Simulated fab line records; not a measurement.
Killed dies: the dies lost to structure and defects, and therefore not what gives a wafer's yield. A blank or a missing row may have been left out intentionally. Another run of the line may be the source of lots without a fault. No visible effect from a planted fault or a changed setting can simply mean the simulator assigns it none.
fab line records	flow n5_finfet	part 1 of 2: steps 1 to 5 of 6
record lots=9	wafers=27	last_day=15
route steps=1938 shown MOL_CONTACT_COAG@627 BEOL_M0_SAQP@636 BEOL_M4@1111 PASSIVATION@1936
lots with no fault: from the same line, run without faults
start_h: hours from the record's first day to the start of the lot's first wafer shown	wait_h: time in hours since the lot's previous step	" same as the row above	L1.1+2: a row that stands for several wafers	- value missing, or start not given	* or withheld: withheld	< > ~ a bound
route shown NAME@n: a module of which the file shows steps, and the number in the route of the first	usual: mean and standard deviation over wafers with no fault	same: alike in all rows	chamber/n: place in a boat	sites: the reading at each site	_std_site: standard deviation across them	_edge_site: inner sites' mean taken away from outer sites' mean	radius_mm: how far each site lies from the wafer's centre	mask NAME#n: copy n	behind: tool/chamber where the wafer was last shaped	hold: the reason the lot was held/the length of the hold in hours/how it ended	device: names the non-switching transistor (n, p or np)	end of line: at the end of the route, the tests of the same wafers	where a step has no rows: the recipe by itself	killed: dies that structure and defects cost at the first sort, which is not the same as the wafer's yield	map: a wafer's dies, x killed, . not, _ none there
set.NAME: the run value of the setting; set.NAME@STEP: its run value at that earlier step	model.NAME: the simulator's own value behind a step, which no gauge read
a sample of lots followed through the steps of the route, with each step as a table and each wafer as a row
services: the hour from which a tool's chamber was out of use, counted from the record's first day as start_h (under 0 if before that day), plus the number of hours and why
## steps
# step N5_MOL_CONTACT_COAG_CMP_52
# recipe stop_on=SiO2	t_overpolish_s=1.5	post_cmp_clean=w_dilute_nh4oh	down_force_psi=4	platen_rpm=50.289	pad_velocity_m_s=1.0006	target_thk_nm=66.5
# usual motor_current_A=12.7/1.5	overpolish_run_s=1.499/0.0089	time_to_endpoint_s=14.2/2.2
lot.wafer	tool	chamber	start_h	wait_h	motor_current_A	overpolish_run_s	time_to_endpoint_s
L606.4	cmp-02	2	116.61	0.0	14.0	1.495	14.0
L606.2	"	3	"	"	10.8	1.494	13.0
L606.5	"	2	"	"	13.3	1.501	14.1
L607.3	cmp-03	0	121.97	0.1	11.1	1.515	17.4
L607.6	"	3	"	"	12.7	1.506	15.7
L607.5	"	0	"	"	10.9	1.500	16.1
L610.2	cmp-03	3	141.79	0.0	12.9	1.511	16.4
L610.6	"	3	"	"	12.1	1.497	14.4
L610.5	"	0	"	"	11.0	1.491	15.2
L611.2	cmp-02	3	145.21	0.1	10.8	1.516	11.2
L611.3	"	0	"	"	12.1	1.498	11.5
L611.1	"	1	"	"	13.6	1.503	10.7
L613.2	cmp-03	0	163.29	0.1	11.9	1.501	14.6
L613.6	"	2	"	"	13.3	1.493	14.6
L613.5	"	3	"	"	12.4	1.498	13.8
L615.2	cmp-02	1	170.51	0.0	13.4	1.498	12.5
L615.6	"	1	"	"	13.9	1.486	11.6
L615.5	"	2	"	"	12.7	1.509	9.4
L616.3	cmp-01	3	174.27	0.2	16.2	1.512	10.9
L616.4	"	1	"	"	12.7	1.500	13.7
L616.5	"	3	"	"	16.1	1.504	11.3
L617.1	cmp-02	0	177.51	0.0	12.4	1.506	13.5
L617.4	"	2	"	"	12.5	1.506	14.4
L617.5	"	1	"	"	13.2	1.501	11.6
L618.2	cmp-01	1	183.37	0.1	13.0	1.513	11.3
L618.3	"	3	"	"	16.0	1.495	10.9
L618.5	"	0	"	"	14.0	1.499	13.1
# step N5_MOL_CONTACT_COAG_THK_MEAS_53
# recipe reads=SiO2_of_MOL_CONTACT_COAG_PECVD_31
# usual VIA_MOL_THK=44.0/0.56
lot.wafer	tool	chamber	start_h	wait_h	VIA_MOL_THK[nm]
L606.2	film_metro-02	-	116.90	-	44.3
L606.4	"	-	"	"	45.1
L606.5	"	-	"	"	43.9
L607.3	film_metro-01	-	122.23	-	43.4
L607.5	"	-	"	"	44.0
L607.6	"	-	"	"	43.9
L610.2	film_metro-02	-	142.08	-	43.9
L610.5	"	-	"	"	44.5
L610.6	"	-	"	"	44.6
L611.1	film_metro-01	-	145.50	-	43.9
L611.2	"	-	"	"	43.5
L611.3	"	-	"	"	43.3
L613.2	film_metro-01	-	163.51	-	43.5
L613.5	"	-	"	"	44.9
L613.6	"	-	"	"	43.8
L615.2	film_metro-01	-	170.81	-	43.8
L615.5	"	-	"	"	44.2
L615.6	"	-	"	"	44.3
L616.3	film_metro-01	-	174.53	-	43.5
L616.4	"	-	"	"	43.7
L616.5	"	-	"	"	44.5
L617.1	film_metro-01	-	177.80	-	42.7
L617.4	"	-	"	"	43.7
L617.5	"	-	"	"	44.3
L618.2	film_metro-01	-	183.63	-	43.5
L618.3	"	-	"	"	43.8
L618.5	"	-	"	"	44.6
# step N5_MOL_CONTACT_COAG_ANNEAL_112
# recipe temp_c=400	time_s=1800	ambient=HPD2	pressure_atm=10
# usual spike_tc_bottom_C=426.4/0.9	spike_tc_centre_C=400.0/0.93	spike_tc_lower_C=400.0/1.1	spike_tc_top_C=432.5/0.94	spike_tc_upper_C=399.5/0.98	wafer_temp_C_max=402.0/0.4	zone_power_bottom_pct=12.72/0.12	zone_power_centre_pct=9.38/0.098	zone_power_lower_pct=9.30/0.089	zone_power_top_pct=22.29/0.21	zone_power_upper_pct=6.81/0.069
lot.wafer	tool	chamber	start_h	wait_h	spike_tc_bottom_C	spike_tc_centre_C	spike_tc_lower_C	spike_tc_top_C	spike_tc_upper_C	wafer_temp_C_max	zone_power_bottom_pct	zone_power_centre_pct	zone_power_lower_pct	zone_power_top_pct	zone_power_upper_pct
L606.2	hp_anneal-01	0	117.11	0.2	427.5	400.1	398.9	431.6	399.7	402.3	12.62	9.29	9.44	21.91	6.77
L606.4	"	0	"	"	425.4	401.3	400.9	430.8	399.2	402.3	12.66	9.31	9.23	22.48	6.64
L606.5	"	0	"	"	427.3	400.8	400.2	434.2	399.4	402.1	12.66	9.41	9.56	21.93	6.88
L607.3	hp_anneal-01	0	122.26	0.0	425.9	399.6	399.1	432.7	398.8	401.5	12.76	9.32	9.33	22.38	6.80
L607.5	"	0	"	"	425.7	399.2	398.8	433.7	398.8	401.9	12.61	9.29	9.33	22.29	6.80
L607.6	"	0	"	"	426.8	400.5	400.2	430.8	400.9	402.0	12.84	9.35	9.22	21.93	6.75
L610.2	hp_anneal-01	0	142.11	0.0	426.7	399.1	400.2	432.9	400.8	401.3	12.79	9.33	9.38	22.36	6.74
L610.5	"	0	"	"	427.0	398.8	401.2	432.1	400.4	403.0	12.66	9.41	9.23	22.45	6.75
L610.6	"	0	"	"	426.4	400.2	402.2	433.0	399.2	401.7	12.76	9.50	9.15	22.19	6.83
L611.1	hp_anneal-01	0	145.53	0.0	425.7	400.0	398.8	431.9	400.5	402.6	12.77	9.34	9.34	22.42	6.74
L611.2	"	0	"	"	427.0	400.4	401.0	432.4	396.8	402.0	12.87	9.16	9.38	22.43	6.90
L611.3	"	0	"	"	427.7	399.0	399.3	432.3	400.9	401.8	12.62	9.44	9.35	22.25	6.81
L613.2	hp_anneal-01	0	163.54	0.0	427.5	400.3	401.9	432.6	397.9	401.7	12.56	9.55	9.25	22.09	6.80
L613.5	"	0	"	"	427.1	400.3	400.1	432.5	399.8	401.9	12.71	9.55	9.37	22.58	6.82
L613.6	"	0	"	"	427.3	398.8	399.9	431.9	400.0	401.4	12.62	9.41	9.16	22.20	6.78
L615.2	hp_anneal-01	0	170.83	0.0	390.6	362.7	362.8	396.2	363.8	365.0	11.07	8.26	8.15	19.41	5.86
L615.5	"	0	"	"	389.5	362.4	361.0	397.0	362.8	365.4	11.02	8.35	8.21	19.84	6.06
L615.6	"	0	"	"	390.5	361.6	362.0	397.8	361.5	365.1	10.96	8.18	8.15	19.71	5.92
L616.3	hp_anneal-01	0	174.56	0.0	389.1	363.1	360.6	398.8	362.2	364.8	11.14	8.38	8.23	19.96	6.00
L616.4	"	0	"	"	389.3	363.1	362.2	398.2	361.8	365.5	11.04	8.20	8.27	19.78	5.85
L616.5	"	0	"	"	389.6	361.9	362.4	397.5	361.5	364.9	11.18	8.26	8.25	19.74	6.08
L617.1	hp_anneal-01	0	177.83	0.0	389.4	362.8	363.9	397.8	363.6	364.9	11.00	8.12	8.30	19.55	6.03
L617.4	"	0	"	"	390.5	362.6	363.4	397.9	361.8	365.1	10.97	8.12	8.12	19.77	5.88
L617.5	"	0	"	"	390.5	363.3	362.2	398.0	362.4	364.3	11.31	8.23	8.19	20.08	5.86
L618.2	hp_anneal-01	0	183.65	0.0	390.4	363.7	363.7	397.1	363.7	365.1	11.00	8.39	8.06	19.62	6.05
L618.3	"	0	"	"	388.5	361.5	363.5	398.2	361.6	364.5	10.91	8.29	8.10	19.83	6.01
L618.5	"	0	"	"	388.2	362.0	367.0	397.9	362.7	365.0	10.89	8.18	8.13	19.86	6.09
# step N5_BEOL_M0_SAQP_PECVD_96
# recipe material=a-Si	target_thk_a=450	temp_c=350	precursor=SiH4/He	pressure_torr=3	rf_w=100	time_s=45.2
# usual heater_power_w=596/67	showerhead_plenum_p_Torr=5.65/0.061	throttle_valve_pct=18.0/0.78
lot.wafer	tool	chamber	start_h	wait_h	heater_power_w	showerhead_plenum_p_Torr	throttle_valve_pct
L606.2	pecvd-01	0	121.77	0.0	668	5.65	18.3
L606.4	"	0	"	"	672	5.63	18.1
L606.5	"	2	"	"	526	5.60	17.0
L607.3	pecvd-01	0	127.27	0.0	558	5.65	18.2
L607.5	"	0	"	"	560	5.64	18.2
L607.6	"	2	"	"	538	5.60	17.0
L610.2	pecvd-01	0	146.57	0.0	640	5.65	18.1
L610.5	"	2	"	"	574	5.61	17.2
L610.6	"	0	"	"	646	5.64	18.3
L611.1	pecvd-04	1	150.00	0.0	712	5.65	17.3
L611.2	"	2	"	"	759	5.63	17.1
L611.3	"	0	"	"	531	5.62	17.8
L613.2	pecvd-04	0	168.00	0.0	492	5.63	17.4
L613.5	"	1	"	"	676	5.62	17.0
L613.6	"	0	"	"	479	5.61	17.9
L615.2	pecvd-02	2	174.45	0.0	570	5.63	18.5
L615.5	"	1	"	"	594	5.73	19.3
L615.6	"	0	"	"	629	5.60	18.2
L616.3	pecvd-01	1	179.28	0.0	574	5.77	18.4
L616.4	"	0	"	"	652	5.63	18.2
L616.5	"	2	"	"	524	5.59	17.3
L617.1	pecvd-01	0	183.08	0.0	561	5.64	18.0
L617.4	"	1	"	"	556	5.77	18.4
L617.5	"	0	"	"	562	5.64	18.3
L618.2	pecvd-02	1	188.96	0.0	525	5.74	19.3
L618.3	"	2	"	"	590	5.60	18.6
L618.5	"	1	"	"	539	5.75	19.3
# step N5_BEOL_M4_RC_MEAS_101
# usual DIBL_N=36.5/1.4	DIBL_P=36.6/1.6	IOFF_N=0.160/0.024	IOFF_N_LONG=5.55e-05/2.3e-06	IOFF_P=0.217/0.029	ION_N=674/8.7	ION_P=464/6.5	SS_N=71.6/0.47	SS_P=73.4/0.57	VT_N=250.0/2.5	VT_N_LONG=275.0/1.9	VT_N_LVT=99.0/2.8	VT_P=-250/3.1	VT_P_LONG=-275.0/2.9	VT_P_LVT=-98.6/2.7
lot.wafer	tool	chamber	start_h	wait_h	DIBL_N[mV/V]	DIBL_P[mV/V]	IOFF_N[nA/um]	IOFF_N_LONG[nA/um]	IOFF_P[nA/um]	ION_N[uA/um]	ION_P[uA/um]	SS_N[mV/dec]	SS_P[mV/dec]	VT_N[mV]	VT_N_LONG[mV]	VT_N_LVT[mV]	VT_P[mV]	VT_P_LONG[mV]	VT_P_LVT[mV]
L606.2	prober-01	0	185.60	0.2	36.9	37.8	0.177	5.44e-05	0.222	669	460	71.7	73.2	248.6	275.9	98.6	-249	-274.3	-101.2
L606.4	"	0	"	"	34.8	34.3	0.138	5.57e-05	0.175	678	463	70.9	73.1	253.1	274.2	100.9	-252	-276.3	-102.9
L606.5	"	0	"	"	37.4	37.7	0.188	5.56e-05	0.220	690	466	71.8	74.0	247.8	275.6	95.7	-250	-275.5	-101.4
L607.3	prober-02	0	193.68	0.3	34.9	35.5	0.155	5.52e-05	0.228	680	471	71.6	73.5	249.3	274.0	98.4	-249	-272.7	-97.7
L607.5	"	0	"	"	33.5	33.6	0.128	5.57e-05	0.191	667	466	71.3	72.9	252.2	275.2	101.2	-252	-273.0	-100.0
L607.6	"	0	"	"	35.1	36.0	0.159	5.49e-05	0.224	687	471	72.0	73.1	249.7	273.8	98.2	-247	-274.5	-99.0
L610.2	prober-01	0	212.97	0.2	36.2	36.6	0.161	5.43e-05	0.244	670	472	71.7	74.0	248.0	276.4	100.1	-245	-274.4	-96.2
L610.5	"	0	"	"	35.4	34.5	0.140	5.65e-05	0.202	670	462	71.5	72.5	250.6	274.6	103.1	-246	-272.9	-99.6
L610.6	"	0	"	"	36.4	37.0	0.168	5.52e-05	0.238	679	470	71.6	73.5	248.6	275.2	98.8	-246	-273.4	-96.9
L611.1	prober-01	0	216.01	0.0	38.3	38.1	0.188	5.75e-05	0.269	683	473	71.7	74.7	248.0	273.4	94.3	-245	-274.1	-92.5
L611.2	"	0	"	"	35.9	33.7	0.130	5.86e-05	0.193	663	467	71.6	72.2	253.9	272.9	100.5	-249	-273.6	-97.3
L611.3	"	0	"	"	37.5	36.4	0.166	5.67e-05	0.238	663	462	72.2	73.8	250.4	276.3	98.3	-250	-272.0	-95.2
L613.2	prober-02	0	234.03	0.2	36.5	33.8	0.151	5.91e-05	0.192	676	461	71.2	72.1	250.4	273.1	99.8	-251	-270.0	-100.1
L613.5	"	0	"	"	36.8	35.0	0.151	5.9e-05	0.203	678	468	71.1	73.8	249.4	275.3	99.6	-251	-272.0	-99.1
L613.6	"	0	"	"	37.5	35.5	0.163	5.88e-05	0.220	677	466	71.2	73.2	249.3	274.2	99.0	-248	-271.6	-98.8
L615.2	prober-02	0	242.14	0.2	39.2	39.4	0.169	6.22e-05	0.169	652	424	74.0	77.4	256.6	283.2	105.0	-268	-297.1	-116.5
L615.5	"	0	"	"	40.3	40.9	0.188	6.07e-05	0.197	642	420	74.6	78.9	255.9	284.8	103.8	-266	-295.9	-114.3
L615.6	"	0	"	"	38.9	39.0	0.153	6.28e-05	0.156	647	419	73.9	78.1	259.5	284.6	106.2	-271	-295.8	-117.2
L616.3	prober-01	0	244.15	0.3	35.7	35.4	0.120	6.51e-05	0.168	640	432	72.4	75.8	259.6	282.7	109.7	-266	-290.6	-116.0
L616.4	"	0	"	"	37.9	37.3	0.156	6.61e-05	0.190	654	429	73.8	76.5	258.0	283.1	106.5	-263	-290.8	-115.2
L616.5	"	0	"	"	36.0	35.4	0.126	6.61e-05	0.167	648	431	72.7	76.3	258.3	283.3	109.1	-266	-290.0	-116.2
L617.1	prober-01	0	257.45	0.0	36.7	37.3	0.136	6.35e-05	0.153	650	423	74.0	76.9	258.0	286.3	112.0	-271	-299.2	-119.1
L617.4	"	0	"	"	36.7	37.1	0.136	6.23e-05	0.161	647	420	72.9	77.6	260.0	287.4	110.1	-270	-296.9	-119.2
L617.5	"	0	"	"	37.4	37.0	0.144	6.24e-05	0.158	639	419	73.3	76.8	260.0	289.8	109.4	-271	-294.0	-118.2
L618.2	prober-02	0	260.42	0.2	36.8	37.4	0.141	6.38e-05	0.181	641	422	73.7	77.4	260.2	281.9	110.2	-264	-290.7	-115.0
L618.3	"	0	"	"	36.1	36.8	0.138	6.39e-05	0.174	651	431	73.3	76.8	258.8	282.9	107.9	-266	-292.0	-115.4
L618.5	"	0	"	"	36.4	36.4	0.139	6.43e-05	0.174	651	432	72.1	77.1	260.0	283.4	108.3	-266	-291.6	-115.0
## key
first_sign step=N5_MOL_CONTACT_COAG_ANNEAL_112	reading=wafer_temp_C_max	direction=down	sigmas=93	usual=*	struck=*
effect step=N5_MOL_CONTACT_COAG_ANNEAL_112	reading=spike_tc_bottom_C	direction=down	sigmas=41	usual=426.4	struck=389.7
effect step=N5_BEOL_M4_RC_MEAS_101	reading=SS_P	direction=up	sigmas=6.6	usual=73.4	struck=77.1
effect step=N5_BEOL_M4_RC_MEAS_101	reading=VT_P_LONG	direction=down	sigmas=6.6	usual=-275.0	struck=-293.7
effect step=N5_BEOL_M4_RC_MEAS_101	reading=VT_P_LVT	direction=down	sigmas=6.6	usual=-98.6	struck=-116.4
effect step=N5_BEOL_M4_RC_MEAS_101	reading=ION_P	direction=down	sigmas=6	usual=464	struck=425
effect step=N5_BEOL_M4_RC_MEAS_101	reading=VT_P	direction=down	sigmas=5.7	usual=-250	struck=-267
effect step=N5_BEOL_M4_RC_MEAS_101	reading=VT_N_LONG	direction=up	sigmas=5.1	usual=275.0	struck=284.5
effect step=N5_BEOL_M4_RC_MEAS_101	reading=SS_N	direction=up	sigmas=3.8	usual=71.6	struck=73.4
effect step=N5_BEOL_M4_RC_MEAS_101	reading=IOFF_N_LONG	direction=up	sigmas=3.6	usual=5.55e-05	struck=6.36e-05
effect step=N5_BEOL_M4_RC_MEAS_101	reading=VT_N	direction=up	sigmas=3.5	usual=250.0	struck=258.7
effect step=N5_BEOL_M4_RC_MEAS_101	reading=VT_N_LVT	direction=up	sigmas=3.3	usual=99.0	struck=108.2
effect step=N5_BEOL_M4_RC_MEAS_101	reading=ION_N	direction=down	sigmas=3.2	usual=674	struck=647
effect step=N5_BEOL_M4_RC_MEAS_101	reading=IOFF_P	direction=down	sigmas=1.6	usual=0.217	struck=0.171
effect step=N5_PASSIVATION_PROBE_49	reading=sort_bin_8_speed	direction=up	sigmas=99+	usual=0	struck=47.35
met_at N5_MOL_CONTACT_COAG_ANNEAL_112
struck_lots L615,L616,L617,L618
not_acting_at N5_MOL_CONTACT_COAG_CMP_52,N5_MOL_CONTACT_COAG_THK_MEAS_53,N5_BEOL_M0_SAQP_PECVD_96
fault kind=process_parameter_drift	tool=hp_anneal-01	chamber=-	onset_h=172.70	steps=N5_MOL_CONTACT_COAG_ANNEAL_112	channel=temp_c	offset=*	shape=step	end_h=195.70	stated=*
